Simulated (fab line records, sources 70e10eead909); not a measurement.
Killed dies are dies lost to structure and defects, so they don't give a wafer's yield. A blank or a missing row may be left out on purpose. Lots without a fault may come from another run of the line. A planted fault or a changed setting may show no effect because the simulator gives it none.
A struck lot beside a sound one | flow nand_harc | 15 steps out of a route of 1159
Sound: wafers L712.2, L712.3, L712.6. Struck: wafers L718.2, L718.4, L718.6. The cause comes at the end.
At each step with rows: each side's tool, then ch and its chambers, then its first start. Under that, the readings that differ: sound wafers | struck wafers | difference of the means | sigmas: that difference in standard deviations of wafers without a fault.
alike: readings whose means differ by less than 2 such deviations, and words and numbers that are the same on both sides. not compared: withheld readings, readings that some wafer has no value for, bounds like >300 that may hide the same value, and numbers for which the record gives no deviation and whose values overlap.
The two part at a step that has a row with sigmas, a row that says differs or no value, or rows on one side only. Numbers that don't overlap but have no deviation are shown without sigmas and don't part them. A reading that every wafer of one side lacks parts them only if that side has two wafers or more.

first, 8 steps without rows for these wafers: NHARC_P_ZERO_WELL_HMDS_04 (time 30 s); NHARC_P_ZERO_WELL_COAT_64 (time 65 s); NHARC_P_ZERO_WELL_COAT_05 (resist thk 600 nm); NHARC_P_ZERO_WELL_SOFTBAKE_06 (time 70 s); NHARC_P_ZERO_WELL_EBR_07; NHARC_P_ZERO_WELL_EXPOSE_08 (exposes mask P ZERO, target cd 500 nm); NHARC_P_ZERO_WELL_PEB_09 (peb time 80 s); NHARC_P_ZERO_WELL_DEVELOP_10 (time 50 s).
NHARC_P_ZERO_WELL_CD_MEAS_11: target cd 500 nm.
  sound on cd_sem-03 ch 0, day 3 01:14; struck on cd_sem-03 ch 0, day 4 13:14
  alike: cd_nm
then, 1 step without rows for these wafers: NHARC_P_ZERO_WELL_HARDBAKE_12 (time 65 s).
NHARC_P_ZERO_WELL_DESCUM_13: chemistry O2, time 3 s.
  sound on rie_diel-12 ch 0,1,2, day 3 01:25; struck on rie_diel-04 ch 0,3, day 4 13:23
  alike: drypump_motor_current_A, oes_product_au, rf_vpp_V, showerhead_plenum_p_Torr, throttle_valve_pct
  not compared: rf_hours_counter_h
NHARC_P_ZERO_WELL_ETCH_65: etches the open film in N2/H2, target depth 80 nm, overetch 24 nm, time 87.88 s.
  sound on rie_diel-12 ch 0,1,3, day 3 01:29; struck on rie_diel-04 ch 0,1,3, day 4 13:29
  alike: bias_w, chamber_pressure_mTorr, drypump_motor_current_A, oes_product_au, rf_vpp_V, showerhead_plenum_p_Torr, throttle_valve_pct
  not compared: rf_hours_counter_h
NHARC_P_ZERO_WELL_ETCH_62: etches the open film in CHF3/Ar, target depth 13 nm, time 6.5 s.
  sound on rie_diel-12 ch 0,2, day 3 01:35; struck on rie_diel-04 ch 1,2, day 4 13:35
  no value came back on the struck wafers for any of 8 readings (bias_w (W), chamber_pressure_mTorr (mTorr) and others); on the sound wafers bias_w (W) reads 200.4 200.3 200.0
  not compared: rf_hours_counter_h
NHARC_P_ZERO_WELL_ETCH_63: etches the open film in HBr/Cl2, target depth 120 nm, time 40.1 s.
  sound on rie_si-04 ch 0,3, day 3 01:41; struck on rie_si-04 ch 0,2,3, day 4 13:41
  alike: bias_w, chamber_pressure_mTorr, drypump_motor_current_A, oes_product_au, throttle_valve_pct
  not compared: rf_hours_counter_h
-- the record jumps here: 18 days lie between the struck wafers' starts before and after (it left off in module P_ZERO_WELL and takes up again in module END, whose first step shown is number 1159 of the route) --
NHARC_END_SORT_01:
  the record has rows for the struck wafers here (prober-01 ch 0, day 22 21:25) and none for the sound ones

WHERE THEY PART
First at NHARC_P_ZERO_WELL_ETCH_62; last, within this record, at NHARC_END_SORT_01.

WHY: what the simulator had put in
Skipped step whole: rie_diel-04, from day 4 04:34 on, at NHARC_P_ZERO_WELL_ETCH_62. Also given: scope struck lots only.
